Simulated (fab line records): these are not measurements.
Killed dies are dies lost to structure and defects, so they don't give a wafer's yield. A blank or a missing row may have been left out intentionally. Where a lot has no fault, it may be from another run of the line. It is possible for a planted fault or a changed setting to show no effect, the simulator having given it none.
Which tool is to blame? + flow nand-harc + Sampling: 11 lots, 33 wafers, 6 of 1159 route steps

== WHAT EACH GAUGE READ, for each wafer ==
NHARC_P_M1_INSPECT_27. Usual: 314 for raw-defect-count, sd 100.
| lot  | measured     | on                | raw-defect-count | flag |
|------|--------------|-------------------|------------------|------|
| L636 | day 6 01:55  | defect-inspect-01 | 362 210 394      |      |
| L637 | day 6 12:59  | defect-inspect-01 | 335 330 309      |      |
| L639 | day 6 21:17  | defect-inspect-01 | 290 307 255      |      |
| L641 | day 7 15:38  | defect-inspect-01 | 404 231 210      |      |
| L646 | day 8 10:03  | defect-inspect-01 | 338 519 337      |      |
| L648 | day 9 08:29  | defect-inspect-01 | 343 226 384      |      |
| L651 | day 9 18:18  | defect-inspect-02 | 408 475 316      |      |
| L653 | day 10 14:49 | defect-inspect-02 | 535 258 494      |      |
| L655 | day 11 00:41 | defect-inspect-02 | 205 247 188      |      |
| L656 | day 11 01:37 | defect-inspect-01 | 412 148 230      |      |
| L659 | day 11 19:11 | defect-inspect-02 | 237 222 439      |      |

NHARC_P_M2_CD_MEAS_09: target cd 170 nm. Usual: 170.3 nm for cd-nm, sd 0.63.
| lot  | measured     | on        | cd-nm (nm)        | flag |
|------|--------------|-----------|-------------------|------|
| L636 | day 6 03:11  | cd-sem-03 | 169.4 170.7 169.4 |      |
| L637 | day 6 14:23  | cd-sem-01 | 169.9 170.3 169.4 |      |
| L639 | day 6 22:34  | cd-sem-02 | 170.6 169.3 169.1 |      |
| L641 | day 7 17:02  | cd-sem-02 | 169.9 169.4 169.6 |      |
| L646 | day 8 11:28  | cd-sem-03 | 172.6 170.0 170.4 |      |
| L648 | day 9 09:53  | cd-sem-01 | 172.4 169.7 170.7 |      |
| L651 | day 9 19:34  | cd-sem-03 | 171.4 170.2 171.8 |      |
| L653 | day 10 16:13 | cd-sem-01 | 170.4 169.0 170.5 |      |
| L655 | day 11 02:06 | cd-sem-02 | 171.1 170.5 171.3 |      |
| L656 | day 11 03:19 | cd-sem-02 | 171.5 170.5 170.2 |      |
| L659 | day 11 20:35 | cd-sem-03 | 171.0 170.8 170.5 |      |

NHARC_END_SORT_01. Usual: defect-limited-yield 95.5 %, standard deviation 1.8; killed-at-array 27, standard deviation 11; killed-at-other 0.6, standard deviation 1; killed-at-periphery 3.0, standard deviation 2.1; killed-dies 31, standard deviation 12; killed-open 3.2, standard deviation 1.7; killed-short 1.7, standard deviation 1.4; sort_bin_2_pct 1.4 %, standard deviation 0.68; sort_bin_3_pct 0.25 %, standard deviation 0.2; sort_bin_4_pct 2.9 %, standard deviation 1.2; sort-n-pass 646, standard deviation 12; sort-rim-yield-pct 95.7 %, standard deviation 2.8; sort-yield-pct 95.5 %, standard deviation 1.8.
| lot  | measured     | on        | defect-limited-yield (%) | killed-at-array | killed-at-other | killed-at-periphery | killed-dies | killed-open | killed-short | sort_bin_2_pct (%) | sort_bin_3_pct (%) | sort_bin_4_pct (%) | sort-n-pass | sort-rim-yield-pct (%) | sort-yield-pct (%) | flag |
|------|--------------|-----------|--------------------------|-----------------|-----------------|---------------------|-------------|-------------|--------------|--------------------|--------------------|--------------------|-------------|------------------------|--------------------|------|
| L636 | day 20 06:16 | prober-01 | 96.3 96.3 96.6           | 23 23 21        | 1 0 1           | 1 2 1               | 25 25 23    | 4 3 2       | 1 1 1        | 0.4 1.8 0.4        | 0.30 0.15 0.15     | 3.0 1.8 2.8        | 652 652 654 | 94.3 94.3 93.4         | 96.3 96.3 96.6     |      |
| L637 | day 20 20:02 | prober-01 | 97.9 98.2 98.2           | 11 11 9         | 0 0 0           | 3 1 3               | 14 12 12    | 3 1 6       | 0 1 0        | 0.6 0.9 0.4        | 0 0 0.15           | 1.5 0.9 1.2        | 663 665 665 | 98.1 96.2 97.2         | 97.9 98.2 98.2     |      |
| L639 | day 20 04:47 | prober-02 | 97.0 97.6 97.0           | 18 15 18        | 0 0 0           | 2 1 2               | 20 16 20    | 3 2 7       | 2 1 1        | 0.7 0.7 1.2        | 0.44 0.15 0        | 1.8 1.5 1.8        | 657 661 657 | 98.1 97.2 100.0        | 97.0 97.6 97.0     |      |
| L641 | day 21 17:43 | prober-02 | 95.3 94.8 96.3           | 30 31 22        | 1 0 1           | 1 4 2               | 32 35 25    | 3 4 3       | 2 2 4        | 1.0 1.2 1.0        | 0.30 0.15 0.15     | 3.4 3.8 2.5        | 645 642 652 | 93.4 93.4 97.2         | 95.3 94.8 96.3     |      |
| L646 | day 21 18:46 | prober-01 | 97.6 98.4 98.5           | 15 9 8          | 0 0 1           | 1 2 1               | 16 11 10    | 3 3 1       | 2 1 1        | 0.7 0.1 0.1        | 0.15 0.15 0        | 1.5 1.3 1.3        | 661 666 667 | 99.1 100.0 99.1        | 97.6 98.4 98.5     |      |
| L648 | day 22 16:02 | prober-01 | 93.2 94.4 92.5           | 42 35 46        | 0 0 0           | 4 3 5               | 46 38 51    | 4 0 4       | 1 0 5        | 2.5 1.2 1.8        | 0 0.15 0.59        | 4.3 4.3 5.2        | 631 639 626 | 91.5 96.2 92.5         | 93.2 94.4 92.5     |      |
| L651 | day 22 18:27 | prober-02 | 94.2 94.7 95.9           | 34 28 27        | 0 1 0           | 5 7 1               | 39 36 28    | 2 5 4       | 1 1 0        | 1.3 1.3 1.5        | 0.30 0.15 0.15     | 4.1 3.8 2.5        | 638 641 649 | 96.2 95.3 98.1         | 94.2 94.7 95.9     |      |
| L653 | day 23 22:05 | prober-02 | 96.5 96.2 97.0           | 19 19 10        | 1 2 0           | 4 5 10              | 24 26 20    | 2 2 3       | 2 3 1        | 1.5 0.7 0.6        | 0.30 0.44 0.30     | 1.8 2.7 2.1        | 653 651 657 | 95.3 98.1 98.1         | 96.5 96.2 97.0     |      |
| L655 | day 24 14:32 | prober-02 | 95.9 95.4 95.7           | 25 27 27        | 0 0 0           | 3 4 2               | 28 31 29    | 2 6 3       | 3 2 1        | 1.0 0.7 1.2        | 0 0 0.30           | 3.1 3.8 2.8        | 649 646 648 | 95.3 95.3 95.3         | 95.9 95.4 95.7     |      |
| L656 | day 24 12:21 | prober-01 | 91.9 92.2 92.6           | 49 50 45        | 0 1 0           | 6 2 5               | 55 53 50    | 5 2 6       | 1 3 2        | 2.1 2.5 1.9        | 0.15 0.30 0.15     | 5.9 5.0 5.3        | 622 624 627 | 93.4 93.4 88.7         | 91.9 92.2 92.6     |      |
| L659 | day 26 19:52 | prober-02 | 95.3 96.6 96.9           | 29 19 19        | 2 2 0           | 1 2 2               | 32 23 21    | 2 2 2       | 3 1 3        | 1.2 1.3 1.5        | 0.59 0.44 0.15     | 3.0 1.6 1.5        | 645 654 656 | 99.1 99.1 98.1         | 95.3 96.6 96.9     |      |

== TOOL THAT RAN EACH LOT (tool first, then ch and the chambers of the sampled wafers, then the start) ==
| lot  | NHARC_P_M1_PRE_CLEAN_30                 | NHARC_P_M2_PEB_07                 | NHARC_P_M2_ETCH_28                            |
|------|-----------------------------------------|-----------------------------------|-----------------------------------------------|
| L636 | pvd-sputter-02, day 6 01:55 or earlier  | litho-track-04 ch 0, day 6 03:06  | rie-diel-01 ch 0,2,3, day 20 06:16 or earlier |
| L637 | pvd-sputter-01, day 6 12:59 or earlier  | litho-track-04 ch 0, day 6 14:17  | rie-diel-03 ch 1,3, day 20 20:02 or earlier   |
| L639 | pvd-sputter-02, day 6 21:17 or earlier  | litho-track-01 ch 0, day 6 22:29  | rie-diel-03 ch 1,2, day 20 04:47 or earlier   |
| L641 | pvd-sputter-02, day 7 15:38 or earlier  | litho-track-04 ch 0, day 7 16:57  | rie-diel-12 ch 0,2, day 21 17:43 or earlier   |
| L646 | pvd-sputter-01, day 8 10:03 or earlier  | litho-track-04 ch 0, day 8 11:23  | rie-diel-03 ch 0,1,3, day 21 18:46 or earlier |
| L648 | pvd-sputter-03, day 9 08:29 or earlier  | litho-track-04 ch 0, day 9 09:49  | rie-diel-03 ch 0,1, day 22 16:02 or earlier   |
| L651 | pvd-sputter-02, day 9 18:18 or earlier  | litho-track-06 ch 0, day 9 19:29  | rie-diel-03 ch 1,2,3, day 22 18:27 or earlier |
| L653 | pvd-sputter-02, day 10 14:49 or earlier | litho-track-01 ch 0, day 10 16:08 | rie-diel-03 ch 0,1,2, day 23 22:05 or earlier |
| L655 | pvd-sputter-02, day 11 00:41 or earlier | litho-track-06 ch 0, day 11 02:01 | rie-diel-01 ch 1,3, day 24 14:32 or earlier   |
| L656 | pvd-sputter-03, day 11 01:37 or earlier | litho-track-06 ch 0, day 11 03:14 | rie-diel-01 ch 0,1,3, day 24 12:21 or earlier |
| L659 | pvd-sputter-02, day 11 19:11 or earlier | litho-track-04 ch 0, day 11 20:30 | rie-diel-03 ch 0,1, day 26 19:52 or earlier   |
- NHARC_P_M1_PRE_CLEAN_30: time 30 s.
- NHARC_P_M2_PEB_07: peb time 65 s.
- NHARC_P_M2_ETCH_28: etches the open film in CF4/N2, target depth 30 nm, time 72.99 s.

== AS READ BY THE TOOLS THEMSELVES (means over the sampled wafers that have a number; for cases with no such wafer, the mark the record gives instead) ==
NHARC_P_M1_PRE_CLEAN_30. Usual: 418 W for heater-power-w, sd 54.
| lot  | tool           | heater-power-w (W) | flag |
|------|----------------|--------------------|------|
| L636 | pvd-sputter-02 | 435                |      |
| L637 | pvd-sputter-01 | 414                |      |
| L639 | pvd-sputter-02 | 522                |      |
| L641 | pvd-sputter-02 | 387                |      |
| L646 | pvd-sputter-01 | 438                |      |
| L648 | pvd-sputter-03 | 388                |      |
| L651 | pvd-sputter-02 | 429                |      |
| L653 | pvd-sputter-02 | 383                |      |
| L655 | pvd-sputter-02 | 475                |      |
| L656 | pvd-sputter-03 | 426                |      |
| L659 | pvd-sputter-02 | 381                |      |

NHARC_P_M2_PEB_07. Usual: chill-plate-temp-C 22.99 C, standard deviation 0.11; heater-power-total-W 156.6 W, standard deviation 0.42; plate-temp-C 99.99 C, standard deviation 0.14.
| lot  | tool           | chill-plate-temp-C (C) | heater-power-total-W (W) | plate-temp-C (C) | flag |
|------|----------------|------------------------|--------------------------|------------------|------|
| L636 | litho-track-04 | 22.98                  | 156.5                    | 100.04           |      |
| L637 | litho-track-04 | 23.23                  | 156.9                    | 99.91            |      |
| L639 | litho-track-01 | 22.81                  | 156.5                    | 100.18           |      |
| L641 | litho-track-04 | 23.04                  | 156.4                    | 99.92            |      |
| L646 | litho-track-04 | 23.12                  | 156.3                    | 99.98            |      |
| L648 | litho-track-04 | 22.92                  | 156.4                    | 100.01           |      |
| L651 | litho-track-06 | 23.00                  | 156.9                    | 100.09           |      |
| L653 | litho-track-01 | 22.96                  | 156.2                    | 99.80            |      |
| L655 | litho-track-06 | 23.25                  | 156.6                    | 100.08           |      |
| L656 | litho-track-06 | 23.01                  | 156.5                    | 99.74            |      |
| L659 | litho-track-04 | 22.89                  | 156.8                    | 99.98            |      |

NHARC_P_M2_ETCH_28. Usual: drypump-motor-current-A 5.6 A, standard deviation 0.33; oes-product-au 1.001 a.u., standard deviation 0.0086; rf-vpp-V 314.1 V, standard deviation 1.5; showerhead-plenum-p-Torr 2.63 Torr, standard deviation 0.07; throttle-valve-pct 19.793 %, standard deviation 0.0096.
| lot  | tool        | drypump-motor-current-A (A) | oes-product-au (a.u.) | rf-vpp-V (V) | showerhead-plenum-p-Torr (Torr) | throttle-valve-pct (%) | flag |
|------|-------------|-----------------------------|-----------------------|--------------|---------------------------------|------------------------|------|
| L636 | rie-diel-01 | 5.7                         | 1.004                 | 313.2        | 2.58                            | 19.792                 |      |
| L637 | rie-diel-03 | 5.8                         | 0.995                 | 313.3        | 2.63                            | 19.794                 |      |
| L639 | rie-diel-03 | 5.5                         | 1.000                 | 313.6        | 2.57                            | 19.786                 |      |
| L641 | rie-diel-12 | 6.0                         | 1.000                 | 313.2        | 2.56                            | 19.784                 |      |
| L646 | rie-diel-03 | 5.7                         | 1.012                 | 314.6        | 2.67                            | 19.802                 |      |
| L648 | rie-diel-03 | 5.6                         | 1.001                 | 315.0        | 2.68                            | 19.795                 |      |
| L651 | rie-diel-03 | 5.6                         | 1.003                 | 314.2        | 2.62                            | 19.799                 |      |
| L653 | rie-diel-03 | 5.5                         | 1.009                 | 314.0        | 2.63                            | 19.796                 |      |
| L655 | rie-diel-01 | 5.7                         | 1.003                 | 315.3        | 2.68                            | 19.784                 |      |
| L656 | rie-diel-01 | 5.7                         | 0.997                 | 314.8        | 2.64                            | 19.796                 |      |
| L659 | rie-diel-03 | 5.6                         | 0.995                 | 314.7        | 2.68                            | 19.797                 |      |

== THE ANSWER, worked out from the rows above alone ==
Rule: a lot is off if the mean of its wafers that have a number lies more than 3 standard deviations from the usual mean. A lot without any number at a reading at which 4 lots or more have one is off too. The other lots that the step has rows for count as sound. First the gauges in route order, then the tools' own readings, where a lot's mean is used as printed above. The first step at which some lot is off is used, and at that step the reading that is off furthest; a lot without a number counts as furthest.
Across all readings shown, no lot is off: no conclusion can be drawn from this.

== WHAT THE SIMULATOR HAD PUT IN ==
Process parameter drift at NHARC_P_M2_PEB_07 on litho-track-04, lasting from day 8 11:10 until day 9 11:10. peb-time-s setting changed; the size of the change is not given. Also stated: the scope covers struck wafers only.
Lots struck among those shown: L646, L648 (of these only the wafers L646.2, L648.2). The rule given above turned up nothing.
